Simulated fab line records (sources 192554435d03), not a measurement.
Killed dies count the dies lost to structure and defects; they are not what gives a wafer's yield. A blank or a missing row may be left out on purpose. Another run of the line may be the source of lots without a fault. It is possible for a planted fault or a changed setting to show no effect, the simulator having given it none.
Chamber matching -- flow n5-finfet -- N5_BEOL_M1_STRIP_19 on rie-diel-05: 4 sister chambers
The step strips in O2. 22 wafers are shown with their chamber, then 11 later ones without.

## WAFERS PAIRED WITH THEIR CHAMBERS
wafer,chamber,drypump-motor-current-A (A),showerhead-plenum-p-Torr (Torr),throttle-valve-pct (%)
L077.3,3,5.8,2.16,16.82
L077.5,1,5.3,2.16,16.83
L077.6,2,6.6,2.12,16.76
L079.2,2,6.7,2.12,16.78
L079.4,0,6.6,2.04,16.46
L079.5,0,6.6,2.04,16.46
L082.1,0,6.6,2.03,16.46
L082.3,1,5.3,2.15,16.86
L082.4,3,5.9,2.16,16.85
L086.3,0,6.6,2.03,16.48
L086.4,2,6.6,2.12,16.79
L086.6,2,6.6,2.12,16.81
L085.1,2,6.6,2.12,16.79
L085.2,0,6.6,2.03,16.48
L085.3,1,5.3,2.15,16.85
L085.4,3,5.8,2.16,16.87
L085.5,0,6.6,2.03,16.48
L085.6,3,5.9,2.16,16.86
L089.1,2,6.6,2.12,16.80
L089.3,0,6.6,2.03,16.49
L089.6,0,6.6,2.03,16.49
L092.1,0,6.6,2.03,16.51

SIGNATURES (averages over the wafers above)
reading,chamber 0,chamber 1,chamber 2,chamber 3,scatter within a chamber
drypump-motor-current-A,6.600,5.300,6.617,5.850,0.0319
showerhead-plenum-p-Torr,2.0322,2.1533,2.1200,2.1600,0.00351
throttle-valve-pct,16.4789,16.8467,16.7883,16.8500,0.0177
Rule: for a wafer and a chamber, the distance is found by dividing, reading by reading, the gap between the wafer's reading and the chamber's mean by the reading's scatter, squaring, summing and taking the root. If the next closest chamber is less than 2 further off than the closest, the wafer can't be placed; otherwise it belongs to the closest. The scatter is the square root of a quotient: the sum, over the shown wafers, of each reading's squared deviation from its chamber's mean, divided by wafers minus chambers.

## WAFERS WHOSE CHAMBER IS MISSING
wafer,drypump-motor-current-A (A),showerhead-plenum-p-Torr (Torr),throttle-valve-pct (%)
L092.2,5.8,2.15,16.88
L092.3,6.6,2.11,16.82
L092.4,5.3,2.15,16.50
L092.5,5.3,2.15,16.49
L092.6,6.6,2.11,16.81
L095.1,5.3,2.15,16.52
L095.2,6.6,2.11,16.83
L095.3,6.6,2.02,16.50
L095.4,5.8,2.15,16.90
L095.5,6.6,2.11,16.82
L095.6,5.8,2.15,16.89

## THE CHAMBER EACH PASSED THROUGH
wafer,from the rows above,in truth
L092.2,3,3
L092.3,2,2
L092.4,1,1
L092.5,1,1
L092.6,2,2
L095.1,1,1
L095.2,2,2
L095.3,0,0
L095.4,3,3
L095.5,2,2
L095.6,3,3
11 of 11 placed correctly. Left unplaced by these rows: 0. Number placed wrongly: 0.
